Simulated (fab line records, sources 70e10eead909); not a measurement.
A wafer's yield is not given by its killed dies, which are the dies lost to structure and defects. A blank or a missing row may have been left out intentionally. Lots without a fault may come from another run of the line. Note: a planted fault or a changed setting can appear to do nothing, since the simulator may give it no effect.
A single fault, viewed from 3 desks    flow nand-harc    every desk sees just its own numbers, and what lay behind them comes last

## THE METROLOGY DESK
Means of the sampled wafers that have a number, per lot and without regard to the tool the lot ran on: this is what the gauges read. If a lot's mean is further than 4 standard deviations from the usual mean, the lot is out of limits and carries the mark OUT (the distance appears in the brackets).
Columns: A = thk-nm at NHARC_A_ONON_D1_THK_MEAS_21, usual 999 nm
lot   first seen here  A
L226  day 8 01:14      1012
L229  day 8 14:48      993
L227  day 8 14:49      995
L228  day 8 14:49      998
L231  day 9 06:35      1006
L232  day 9 06:40      988
L230  day 9 06:56      1021
L234  day 10 02:40     983
L236  day 10 16:41     992
L241  day 11 21:29     984
L243  day 12 07:02     1008
L244  day 12 07:02     1000
L245  day 12 18:50     994
L249  day 13 06:08     998
This desk's finding: nothing out of limits on any of the 14 lots.

## TOOL OWNER'S DESK, pecvd-onon-02
The tool's own readings at NHARC_A_ONON_D1_DEP_25 (target thk 1000 nm): means of the sampled wafers that have a number, for each lot that ran on this tool. If a lot's mean is further than 4 standard deviations from the usual mean, the lot is out of limits and carries the mark OUT (the distance appears in the brackets).
Columns: A = sih4-flow-sccm at NHARC_A_ONON_D1_DEP_25, usual 210.0 sccm
lot   first seen here  A
L227  day 8 15:37      209.7
L232  day 9 07:28      210.4
L244  day 12 07:39     251.6 (+63) OUT
L245  day 12 19:32     253.3 (+66) OUT
This desk's finding: out of limits on L244, L245; first on L244, day 12 07:39 (sih4-flow-sccm at NHARC_A_ONON_D1_DEP_25). L227, L232: within limits.

## THE DEFECT DESK
Per lot, the means of the sampled wafers with a number show what the inspections along the route counted. If a lot's mean is further than 4 standard deviations from the usual mean, the lot is out of limits and carries the mark OUT (the distance appears in the brackets).
Columns: A = raw-defect-count at NHARC_A_START_INSPECT_01, usual 3.5
lot   first seen here  A
L226  day 6 15:05      3.7
L227  day 7 04:14      2.7
L228  day 7 04:42      3.0
L229  day 7 05:47      1.3
L231  day 7 20:46      5.3
L230  day 7 21:46      2.7
L232  day 7 22:06      5.0
L234  day 8 18:05      3.3
L236  day 9 05:32      3.3
L241  day 10 10:49     1.7
L244  day 10 21:39     3.0
L243  day 10 22:26     5.0
L245  day 11 01:12     5.0
L249  day 11 22:34     4.0
This desk's finding: nothing out of limits on any of the 14 lots.

## BROUGHT TOGETHER
An alarm could have come from the tool owner's desk at day 12 07:39, on L244, L245.
Nothing out of limits was seen by the metrology desk.
The defect desk saw nothing out of limits.
The metrology desk has L244, L245 on record, within its limits.
The defect desk has L244, L245 on record, within its limits.
All the named lots went through NHARC_A_ONON_D1_DEP_25 on pecvd-onon-02.

## WHAT THE SIMULATOR PUT IN
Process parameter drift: pecvd-onon-02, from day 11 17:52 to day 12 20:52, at NHARC_A_ONON_D1_DEP_25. Setting sih4-flow-sccm, moved by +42, from 210. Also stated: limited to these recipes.
Struck lots among those shown: L244, L245.
Delay in hours, fault start to first out-of-limits reading, by desk: the tool owner's desk at 14.
